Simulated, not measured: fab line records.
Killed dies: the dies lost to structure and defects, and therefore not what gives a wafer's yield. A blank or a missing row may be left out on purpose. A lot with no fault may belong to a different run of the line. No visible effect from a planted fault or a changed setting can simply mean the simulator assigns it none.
The tool behind it: which one?	flow n5_finfet	Sampling: 24 lots, 72 wafers, 6 of 1938 route steps

== WHAT THE GAUGES SHOWED, per wafer ==
N5_PMOS_HMC_CHANNEL_EPI_OVL_MEAS_10. Usual: for PMOS_HMC_BLK_OVL the level is 0.3 nm and the standard deviation is 0.8.
lot	measured	on	PMOS_HMC_BLK_OVL (nm)	flag
L074	day 1 17:45	overlay-02	0.6 0.7 0.8	
L075	day 1 23:29	overlay-01	-0.8 0.0 -1.4	
L076	day 2 05:34	overlay-01	1.0 0.9 0.9	
L077	day 2 11:06	overlay-02	0.5 1.0 -0.4	
L078	day 2 17:23	overlay-02	-0.4 0.7 -0.9	
L079	day 2 23:08	overlay-01	-0.4 -1.5 0.6	
L080	day 3 05:54	overlay-01	1.0 -0.1 0.8	
L081	day 3 11:01	overlay-01	-0.2 0.1 0.4	
L082	day 3 17:20	overlay-02	0.7 1.5 0.0	
L083	day 4 00:14	overlay-01	-0.6 0.3 -0.9	
L084	day 4 05:11	overlay-01	1.7 0.6 -0.1	
L085	day 4 11:18	overlay-02	0.9 0.0 0.2	
L086	day 4 17:23	overlay-01	-0.6 -0.2 -1.3	
L087	day 4 23:42	overlay-02	0.7 1.4 0.6	
L088	day 5 05:48	overlay-02	0.2 0.5 -0.1	
L089	day 5 11:32	overlay-01	1.8 1.7 1.9	
L090	day 5 17:00	overlay-01	0.5 -0.2 0.3	
L091	day 5 23:17	overlay-01	0.8 -0.8 0.4	
L092	day 6 05:04	overlay-01	-0.8 -1.1 -0.1	
L093	day 6 12:19	overlay-02	0.8 0.1 0.8	
L094	day 6 17:50	overlay-02	-0.1 0.3 -0.1	
L095	day 6 23:40	overlay-01	0.3 -0.2 -0.1	
L096	day 7 05:32	overlay-01	-0.2 0.0 -2.1	
L097	day 7 12:43	overlay-01	2.0 2.2 1.2	

N5_DUMMY_GATE_OVL_MEAS_16. Usual: for GATE_OVL the level is -0.2 nm and the standard deviation is 0.83.
lot	measured	on	GATE_OVL (nm)	flag
L074	day 3 01:53	overlay-01	0.3 0.2 0.8	
L075	day 3 03:55	overlay-02	-1.2 -0.4 -1.2	
L076	day 3 09:47	overlay-02	-0.6 0.4 0.6	
L077	day 3 15:58	overlay-01	-0.9 -0.2 -0.2	
L078	day 3 22:32	overlay-01	-0.3 0.1 -1.5	
L079	day 4 03:32	overlay-02	0.6 0.4 -0.5	
L080	day 4 12:05	overlay-01	-0.3 -1.1 -0.6	
L081	day 4 16:10	overlay-01	1.2 1.0 1.7	
L082	day 4 22:17	overlay-01	0.2 -1.7 -1.0	
L083	day 5 07:23	overlay-02	0.3 0.1 -0.3	
L084	day 5 09:04	overlay-01	-0.6 0.1 0.3	
L085	day 5 20:04	overlay-01	1.0 -0.3 0.6	
L086	day 5 23:20	overlay-01	0.8 -0.1 -0.6	
L087	day 6 04:29	overlay-01	0.3 -0.3 0.3	
L088	day 6 10:16	overlay-01	-1.0 -0.9 -1.1	
L089	day 6 15:29	overlay-01	-1.2 0.2 -0.9	
L090	day 6 21:28	overlay-02	-0.3 -0.8 -0.6	
L091	day 7 05:57	overlay-02	-0.1 0.9 0.3	
L092	day 7 09:28	overlay-01	-0.1 -0.2 -0.1	
L093	day 7 17:43	overlay-02	2.0 1.1 1.6	
L094	day 7 22:14	overlay-02	-1.0 0.6 -1.7	
L095	day 8 04:28	overlay-02	-1.4 -1.4 -0.8	
L096	day 8 10:05	overlay-01	-0.5 0.2 -0.1	
L097	day 8 17:27	overlay-02	-1.4 -1.5 -0.5	

== EACH LOT AND THE TOOL THAT RAN IT (in order: tool; ch and the chambers of the sampled wafers; start) ==
lot	N5_ZERO_LAYER_DESCUM_16	N5_WELL_APT_DESCUM_30	N5_FIN_CUT_CUT_ETCH_15	N5_FIN_CUT_STRIP_22
L074	rie_diel-05 ch 1,2,3, day 1 12:41	rie_diel-02 ch 0,1,3, day 1 15:38	rie_si-03 ch 1,2,3, day 2 04:17	rie_diel-03 ch 0,1,2, day 2 04:25
L075	rie_diel-05 ch 1,2,3, day 1 18:50	rie_diel-02 ch 1,2,3, day 1 21:16	rie_si-06 ch 1,2, day 2 09:16	rie_diel-06 ch 0,1,2, day 2 09:23
L076	rie_diel-05 ch 0,2,3, day 2 00:49	rie_diel-04 ch 0,1,3, day 2 03:27	rie_si-05 ch 0,2,3, day 2 15:16	rie_diel-03 ch 0,2,3, day 2 15:23
L077	rie_diel-03 ch 0,2,3, day 2 06:52	rie_diel-04 ch 1,2, day 2 08:59	rie_si-06 ch 0,2,3, day 2 21:40	rie_diel-05 ch 0,2, day 2 21:47
L078	rie_diel-06 ch 1,3, day 2 12:53	rie_diel-04 ch 0,2, day 2 15:23	rie_si-05 ch 1,2,3, day 3 04:04	rie_diel-03 ch 0,1, day 3 04:11
L079	rie_diel-05 ch 0,1,2, day 2 18:41	rie_diel-01 ch 0,2,3, day 2 20:55	rie_si-06 ch 0,2,3, day 3 09:29	rie_diel-05 ch 1,2,3, day 3 09:36
L080	rie_diel-03 ch 0,1,2, day 3 01:10	rie_diel-04 ch 0,1, day 3 03:37	rie_si-03 ch 0,3, day 3 18:26	rie_diel-03 ch 0,1, day 3 18:33
L081	rie_diel-03 ch 0,2,3, day 3 06:41	rie_diel-02 ch 1,3, day 3 08:55	rie_si-06 ch 0,1,2, day 3 22:11	rie_diel-06 ch 1,2,3, day 3 22:19
L082	rie_diel-05 ch 0,1, day 3 12:41	rie_diel-01 ch 0,2, day 3 15:01	rie_si-06 ch 0,1, day 4 04:44	rie_diel-05 ch 0,2,3, day 4 04:52
L083	rie_diel-06 ch 0,1, day 3 19:07	rie_diel-01 ch 2,3, day 3 21:39	rie_si-06 ch 1,2,3, day 4 10:53	rie_diel-05 ch 0,2, day 4 11:01
L084	rie_diel-06 ch 1,2,3, day 4 00:48	rie_diel-02 ch 2,3, day 4 02:56	rie_si-05 ch 0,2, day 4 15:12	rie_diel-05 ch 1,2, day 4 15:19
L085	rie_diel-06 ch 0,1,3, day 4 06:53	rie_diel-01 ch 0,2,3, day 4 08:59	rie_si-03 ch 0,2,3, day 5 01:01	rie_diel-06 ch 0,2, day 5 01:10
L086	rie_diel-05 ch 1,2,3, day 4 12:50	rie_diel-01 ch 0,1,2, day 4 15:05	rie_si-05 ch 1,2,3, day 5 05:14	rie_diel-06 ch 0,1, day 5 05:22
L087	rie_diel-06 ch 0,1,2, day 4 18:55	rie_diel-01 ch 0,1,2, day 4 21:16	rie_si-03 ch 0,1,3, day 5 09:56	rie_diel-06 ch 0,2,3, day 5 10:03
L088	rie_diel-03 ch 0,1,3, day 5 00:55	rie_diel-02 ch 1,3, day 5 03:49	rie_si-06 ch 0,3, day 5 16:38	rie_diel-03 ch 0,2, day 5 16:49
L089	rie_diel-06 ch 1,2,3, day 5 06:48	rie_diel-04 ch 0,2,3, day 5 09:14	rie_si-06 ch 1,3, day 5 21:16	rie_diel-06 ch 1,2,3, day 5 21:23
L090	rie_diel-05 ch 0,2, day 5 12:41	rie_diel-01 ch 0,1, day 5 15:00	rie_si-06 ch 0,3, day 6 03:39	rie_diel-03 ch 0,1,3, day 6 03:51
L091	rie_diel-06 ch 1,2,3, day 5 18:43	rie_diel-04 ch 1,2,3, day 5 20:59	rie_si-06 ch 0,1,2, day 6 09:07	rie_diel-06 ch 0,1,2, day 6 09:15
L092	rie_diel-06 ch 1,2,3, day 6 00:42	rie_diel-02 ch 0,2,3, day 6 03:04	rie_si-03 ch 1,2,3, day 6 15:25	rie_diel-05 ch 1,2,3, day 6 15:32
L093	rie_diel-05 ch 0,2,3, day 6 06:48	rie_diel-01 ch 1,2,3, day 6 10:00	rie_si-05 ch 0,1, day 6 23:45	rie_diel-05 ch 0,2, day 6 23:52
L094	rie_diel-05 ch 2,3, day 6 12:56	rie_diel-04 ch 0,1,2, day 6 15:24	rie_si-03 ch 1,2, day 7 04:26	rie_diel-03 ch 0,3, day 7 04:33
L095	rie_diel-03 ch 1,3, day 6 18:50	rie_diel-01 ch 0,3, day 6 21:01	rie_si-06 ch 0,1, day 7 10:38	rie_diel-06 ch 2,3, day 7 10:53
L096	rie_diel-03 ch 0,1,2, day 7 00:48	rie_diel-01 ch 2,3, day 7 03:12	rie_si-06 ch 0,2,3, day 7 16:24	rie_diel-05 ch 1,2,3, day 7 16:40
L097	rie_diel-05 ch 1,2, day 7 07:31	rie_diel-01 ch 1,2, day 7 09:53	rie_si-06 ch 1,2, day 7 23:09	rie_diel-05 ch 0,1,2, day 7 23:17
- N5_ZERO_LAYER_DESCUM_16: chemistry O2, time 7.9 s.
- N5_WELL_APT_DESCUM_30: chemistry O2, time 7.9 s.
- N5_FIN_CUT_CUT_ETCH_15: etches Si in HBr/Cl2/O2, target depth 100 nm, bt time 10 s, time 42.4 s.
- N5_FIN_CUT_STRIP_22: strips in N2/H2.

== WHAT THE TOOLS THEMSELVES READ (means of the sampled wafers that have a number; where no wafer has one, the mark that the record gives instead) ==
N5_ZERO_LAYER_DESCUM_16. Usual: drypump_motor_current_A 5.8 A, standard deviation 0.52; oes_product_au 0.79 a.u., standard deviation 0.075; rf_vpp_V 243.1 V, standard deviation 1.4; showerhead_plenum_p_Torr 2.09 Torr, standard deviation 0.084; throttle_valve_pct 20.53 %, standard deviation 0.23.
lot	tool	drypump_motor_current_A (A)	oes_product_au (a.u.)	rf_vpp_V (V)	showerhead_plenum_p_Torr (Torr)	throttle_valve_pct (%)	flag
L074	rie_diel-05	5.2	0.73	241.8	2.02	20.58	
L075	rie_diel-05	5.2	0.73	242.3	2.02	20.58	
L076	rie_diel-05	5.6	0.76	243.0	2.09	20.58	
L077	rie_diel-03	5.9	0.79	243.5	2.14	20.57	
L078	rie_diel-06	6.0	0.88	243.7	2.09	20.46	
L079	rie_diel-05	5.8	0.79	242.8	2.09	20.44	
L080	rie_diel-03	6.1	0.78	243.5	2.15	20.59	
L081	rie_diel-03	5.9	0.78	244.0	2.14	20.58	
L082	rie_diel-05	6.3	0.86	244.6	2.15	20.20	
L083	rie_diel-06	6.0	0.75	243.3	2.16	20.82	
L084	rie_diel-06	5.9	0.81	243.6	2.07	20.55	
L085	rie_diel-06	6.0	0.81	243.5	2.12	20.66	
L086	rie_diel-05	5.2	0.82	241.3	2.01	20.47	
L087	rie_diel-06	5.8	0.75	244.0	2.11	20.73	
L088	rie_diel-03	5.9	0.77	243.2	2.11	20.51	
L089	rie_diel-06	5.9	0.81	242.8	2.06	20.57	
L090	rie_diel-05	6.2	0.90	244.7	2.16	20.33	
L091	rie_diel-06	5.9	0.80	242.7	2.06	20.58	
L092	rie_diel-06	5.9	0.80	243.0	2.06	20.58	
L093	rie_diel-05	5.6	0.82	242.9	2.08	20.47	
L094	rie_diel-05	5.1	0.83	242.6	2.03	20.59	
L095	rie_diel-03	5.9	0.75	242.2	2.09	20.47	
L096	rie_diel-03	6.0	0.76	243.5	2.14	20.64	
L097	rie_diel-05	5.2	0.86	243.2	2.03	20.46	

N5_WELL_APT_DESCUM_30. Usual: drypump_motor_current_A 5.9 A, standard deviation 0.47; oes_product_au 0.79 a.u., standard deviation 0.061; rf_vpp_V 243.4 V, standard deviation 1.2; showerhead_plenum_p_Torr 2.11 Torr, standard deviation 0.06; throttle_valve_pct 20.47 %, standard deviation 0.25.
lot	tool	drypump_motor_current_A (A)	oes_product_au (a.u.)	rf_vpp_V (V)	showerhead_plenum_p_Torr (Torr)	throttle_valve_pct (%)	flag
L074	rie_diel-02	5.7	0.76	243.5	2.13	20.48	
L075	rie_diel-02	5.9	0.79	244.1	2.14	20.51	
L076	rie_diel-04	5.5	0.79	243.5	2.12	20.50	
L077	rie_diel-04	5.7	0.88	244.4	2.12	20.28	
L078	rie_diel-04	5.7	0.82	243.6	2.11	20.08	
L079	rie_diel-01	6.1	0.79	243.1	2.07	20.43	
L080	rie_diel-04	5.4	0.78	243.4	2.09	20.36	
L081	rie_diel-02	5.4	0.77	243.5	2.11	20.36	
L082	rie_diel-01	5.8	0.79	242.6	2.01	20.25	
L083	rie_diel-01	6.0	0.79	243.6	2.08	20.58	
L084	rie_diel-02	5.7	0.76	243.9	2.13	20.44	
L085	rie_diel-01	6.1	0.77	243.2	2.07	20.45	
L086	rie_diel-01	5.9	0.82	242.9	2.06	20.44	
L087	rie_diel-01	5.9	0.82	243.8	2.06	20.44	
L088	rie_diel-02	5.4	0.76	243.5	2.10	20.38	
L089	rie_diel-04	5.6	0.75	244.2	2.11	20.39	
L090	rie_diel-01	6.0	0.81	242.5	2.04	20.31	
L091	rie_diel-04	5.7	0.79	244.0	2.13	20.44	
L092	rie_diel-02	6.0	0.81	243.2	2.15	20.48	
L093	rie_diel-01	6.2	0.79	243.6	2.11	20.66	
L094	rie_diel-04	5.6	0.79	242.6	2.09	20.29	
L095	rie_diel-01	6.2	0.74	241.8	2.05	20.34	
L096	rie_diel-01	6.0	0.76	242.6	2.07	20.62	
L097	rie_diel-01	5.9	0.83	243.4	2.10	20.64	

N5_FIN_CUT_CUT_ETCH_15. Usual: drypump_motor_current_A 5.9 A, standard deviation 0.36; mfc_cl2_sccm 80.00 sccm, standard deviation 0.24; oes_product_au 1.003 a.u., standard deviation 0.012; throttle_valve_pct 37.3 %, standard deviation 0.39.
lot	tool	drypump_motor_current_A (A)	mfc_cl2_sccm (sccm)	oes_product_au (a.u.)	throttle_valve_pct (%)	flag
L074	rie_si-03	5.7	80.19	1.005	37.2	
L075	rie_si-06	6.3	79.89	0.996	37.8	
L076	rie_si-05	5.5	79.72	0.996	37.0	
L077	rie_si-06	6.1	79.91	1.007	37.3	
L078	rie_si-05	5.4	80.06	0.989	37.0	
L079	rie_si-06	6.1	79.94	1.009	37.3	
L080	rie_si-03	6.0	79.92	1.022	37.4	
L081	rie_si-06	6.1	80.11	1.005	37.5	
L082	rie_si-06	6.0	80.15	0.999	37.1	
L083	rie_si-06	6.2	79.91	1.002	37.6	
L084	rie_si-05	5.3	79.81	0.997	36.9	
L085	rie_si-03	5.9	79.78	1.014	37.3	
L086	rie_si-05	5.4	79.73	0.990	37.0	
L087	rie_si-03	5.8	80.00	1.009	37.1	
L088	rie_si-06	5.9	79.93	1.009	37.1	
L089	rie_si-06	6.1	80.13	1.009	37.4	
L090	rie_si-06	5.9	80.11	1.010	37.1	
L091	rie_si-06	6.1	79.98	1.004	37.5	
L092	rie_si-03	5.7	80.17	1.008	37.1	
L093	rie_si-05	5.6	80.13	1.005	37.1	
L094	rie_si-03	5.7	80.19	0.997	37.1	
L095	rie_si-06	5.9	79.90	0.995	37.1	
L096	rie_si-06	6.1	79.87	1.008	37.3	
L097	rie_si-06	6.3	79.73	1.014	37.8	

N5_FIN_CUT_STRIP_22. Usual: drypump_motor_current_A 5.8 A, standard deviation 0.51; n2_flow_sccm 300.0 sccm, standard deviation 0.95; oes_product_au 0.79 a.u., standard deviation 0.077; rf_vpp_V 54.1 V, standard deviation 2.1; showerhead_plenum_p_Torr 3.35 Torr, standard deviation 0.12; throttle_valve_pct 19.1 %, standard deviation 0.36.
lot	tool	drypump_motor_current_A (A)	n2_flow_sccm (sccm)	oes_product_au (a.u.)	rf_vpp_V (V)	showerhead_plenum_p_Torr (Torr)	throttle_valve_pct (%)	flag
L074	rie_diel-03	6.0	300.5	0.79	52.9	3.42	18.9	
L075	rie_diel-06	5.9	300.3	0.76	56.4	3.40	19.4	
L076	rie_diel-03	5.9	299.4	0.79	54.1	3.42	18.9	
L077	rie_diel-05	5.7	299.5	0.75	53.2	3.39	19.4	
L078	rie_diel-03	6.0	298.9	0.82	55.4	3.40	19.0	
L079	rie_diel-05	5.2	300.2	0.72	52.5	3.25	19.2	
L080	rie_diel-03	6.0	300.4	0.83	52.8	3.40	19.0	
L081	rie_diel-06	5.9	300.2	0.82	55.6	3.34	19.2	
L082	rie_diel-05	5.7	298.5	0.84	53.6	3.35	19.1	
L083	rie_diel-05	5.7	300.1	0.93	55.7	3.39	19.2	
L084	rie_diel-05	5.2	300.3	0.91	53.6	3.29	19.1	
L085	rie_diel-06	5.6	301.2	0.72	55.7	3.27	19.1	
L086	rie_diel-06	6.0	300.2	0.73	56.6	3.48	19.4	
L087	rie_diel-06	5.7	299.8	0.78	53.6	3.31	19.0	
L088	rie_diel-03	6.0	299.8	0.75	50.8	3.45	19.0	
L089	rie_diel-06	5.9	300.5	0.80	53.9	3.33	19.2	
L090	rie_diel-03	5.9	300.5	0.77	56.4	3.37	18.9	
L091	rie_diel-06	5.9	299.9	0.75	54.0	3.39	19.4	
L092	rie_diel-05	5.2	301.0	0.81	53.3	3.24	19.1	
L093	rie_diel-05	5.7	299.1	0.89	55.6	3.38	19.2	
L094	rie_diel-03	5.8	300.0	0.78	55.2	3.38	18.9	
L095	rie_diel-06	5.8	299.4	0.81	53.8	3.24	18.9	
L096	rie_diel-05	5.2	300.6	0.78	53.5	3.24	19.1	
L097	rie_diel-05	5.8	299.3	0.84	54.4	3.35	18.9	

== THE ANSWER, worked out from the rows above alone ==
Rule: take the mean of a lot's wafers that have a number; if it is more than 3 standard deviations from the usual mean, the lot is off. A lot without any number at a reading at which 4 lots or more have one is off too. Any other lot the step has rows for is counted as sound. The gauges are gone through in route order, then the tools' own readings, and for those a lot's mean is taken as printed above. The first step at which some lot is off is used, and at that step the reading that is off furthest; a lot without a number counts as furthest.
Across all readings shown, no lot is off: no conclusion can be drawn from this.

== WHAT WAS PUT IN BY THE SIMULATOR ==
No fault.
